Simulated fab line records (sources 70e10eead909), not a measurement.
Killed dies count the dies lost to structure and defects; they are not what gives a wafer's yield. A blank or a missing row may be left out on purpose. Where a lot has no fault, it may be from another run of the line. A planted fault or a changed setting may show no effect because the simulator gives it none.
2 desks looking at one fault | flow nand_harc | every desk sees just its own numbers, and what lay behind them comes last

== THE METROLOGY DESK ==
What the gauges read, lot by lot, whatever tool the lot ran on: means of the sampled wafers that have a number. Marked OUT: a lot whose mean sits more than 4 standard deviations from the usual mean, which makes it out of limits; the brackets give that distance.
Columns: A = cd_nm at NHARC_THIN_TSV_CD_MEAS_12, usual 999.6 nm
lot  | first seen here | A
L538 | day 23 12:41    | 1001.1
L540 | day 25 07:37    | 999.1
L546 | day 27 00:58    | 1001.1
L547 | day 27 18:20    | 999.1
L552 | day 29 02:01    | 1000.3
L554 | day 29 22:47    | 998.8
L555 | day 30 16:26    | 998.6
L556 | day 31 07:27    | 1001.1
L557 | day 32 02:44    | 1002.2
L558 | day 32 13:08    | 998.8
L559 | day 32 14:12    | 999.9
L560 | day 32 15:30    | 999.5
L561 | day 32 19:43    | 999.0
Finding of this desk: none of the 13 lots has anything out of limits.

== AT THE TOOL OWNER'S DESK: rie_diel-03 ==
The tool's own readings at NHARC_A_CONTACT_ETCH_76 (etches the open film in N2/H2, target depth 260 nm, time 475.3 s): means of the sampled wafers that have a number, for each lot that ran on this tool. Marked OUT: a lot whose mean sits more than 4 standard deviations from the usual mean, which makes it out of limits; the brackets give that distance. Shown here are 7 of its 8 readings, the ones lying furthest out on some lot.
Columns: A = drypump_motor_current_A at NHARC_A_CONTACT_ETCH_76, usual 5.6 A; B = mfc_ar_sccm at NHARC_A_CONTACT_ETCH_76, usual 0.005 sccm; C = n2_flow_sccm at NHARC_A_CONTACT_ETCH_76, usual 150.0 sccm; D = oes_product_au at NHARC_A_CONTACT_ETCH_76, usual 0.999 a.u.; E = rf_fwd_power_W at NHARC_A_CONTACT_ETCH_76, usual 399.4 W; F = showerhead_plenum_p_Torr at NHARC_A_CONTACT_ETCH_76, usual 2.03 Torr; G = throttle_valve_pct at NHARC_A_CONTACT_ETCH_76, usual 14.170 %
lot  | first seen here | A   | B     | C     | D     | E     | F    | G
L540 | day 23 09:11    | 6.3 | 0.000 | 150.1 | 0.995 | 400.3 | 2.04 | 14.168
L546 | day 25 01:01    | 5.6 | 0.000 | 149.8 | 0.999 | 399.3 | 2.08 | 14.170
L547 | day 25 22:39    | 5.6 | 0.000 | 150.4 | 1.002 | 399.4 | 2.08 | 14.169
L557 | day 30 06:40    | 5.6 | 0.000 | 150.0 | 0.995 | 399.1 | 2.06 | 14.166
L559 | day 30 13:55    | 5.6 | 0.000 | 149.9 | 0.987 | 399.4 | 2.04 | 14.176
L560 | day 30 19:02    | 6.0 | 0.000 | 150.2 | 0.999 | 400.1 | 2.01 | 14.179
Finding of this desk: none of the 6 lots has anything out of limits.

== PUT TOGETHER ==
At the metrology desk, nothing out of limits was observed.
Nothing out of limits was seen by the tool owner's desk.

== WHAT WAS PUT IN BY THE SIMULATOR ==
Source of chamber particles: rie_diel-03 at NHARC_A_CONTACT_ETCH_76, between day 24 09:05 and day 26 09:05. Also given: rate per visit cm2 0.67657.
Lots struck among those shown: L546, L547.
